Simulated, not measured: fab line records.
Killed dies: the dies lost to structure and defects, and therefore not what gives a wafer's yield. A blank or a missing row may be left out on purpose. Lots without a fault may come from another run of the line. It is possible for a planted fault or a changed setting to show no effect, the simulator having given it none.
Chamber matching ; flow n5_finfet ; N5_PMOS_HMC_CHANNEL_EPI_CMP_21 on cmp-01: 4 sister chambers
The step polishes SiGe30, target thk 54 nm. 18 wafers are shown with their chamber, then 9 later ones without.

EACH WAFER AND ITS CHAMBER
wafer;chamber;motor_current_A (A)
L080.1;0;11.7
L080.4;3;14.4
L080.5;3;14.6
L081.3;3;14.5
L081.5;1;11.4
L081.6;0;12.0
L084.1;1;11.9
L084.2;2;10.9
L084.3;0;12.3
L085.1;0;12.5
L085.2;1;11.7
L085.3;3;14.1
L086.1;3;14.4
L086.2;1;11.1
L086.4;2;10.8
L087.1;0;12.6
L087.5;3;13.2
L087.6;2;11.3

SIGNATURES (means of the wafers above)
reading;chamber 0;chamber 1;chamber 2;chamber 3;scatter within a chamber
motor_current_A;12.220;11.525;11.000;14.200;0.414
Rule: for a wafer and a chamber, the distance is found by dividing, reading by reading, the gap between the wafer's reading and the chamber's mean by the reading's scatter, squaring, summing and taking the root. The wafer belongs to the nearest chamber; if the next one is less than 2 further off, it can't be placed. The scatter: take each reading less its chamber's mean, square it, sum over the shown wafers, divide by the number of wafers less the number of chambers, and take the root.

WAFERS WHOSE CHAMBER IS MISSING
wafer;motor_current_A (A)
L088.2;10.8
L088.3;14.8
L088.5;11.5
L092.1;11.0
L092.2;11.7
L092.4;15.2
L094.3;12.1
L094.4;11.5
L094.5;11.3

WHICH CHAMBER EACH ONE RAN IN
wafer;from the rows above;in truth
L088.2;can't be placed: 2 or 1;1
L088.3;3;3
L088.5;can't be placed: 1 or 2 or 0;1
L092.1;can't be placed: 2 or 1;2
L092.2;can't be placed: 1 or 0 or 2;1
L092.4;3;3
L094.3;can't be placed: 0 or 1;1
L094.4;can't be placed: 1 or 2 or 0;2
L094.5;can't be placed: 1 or 2 or 0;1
2 of 9 placed correctly. Not placeable from these rows: 7 (in 7, the candidates include the true chamber). Wrongly placed: 0.
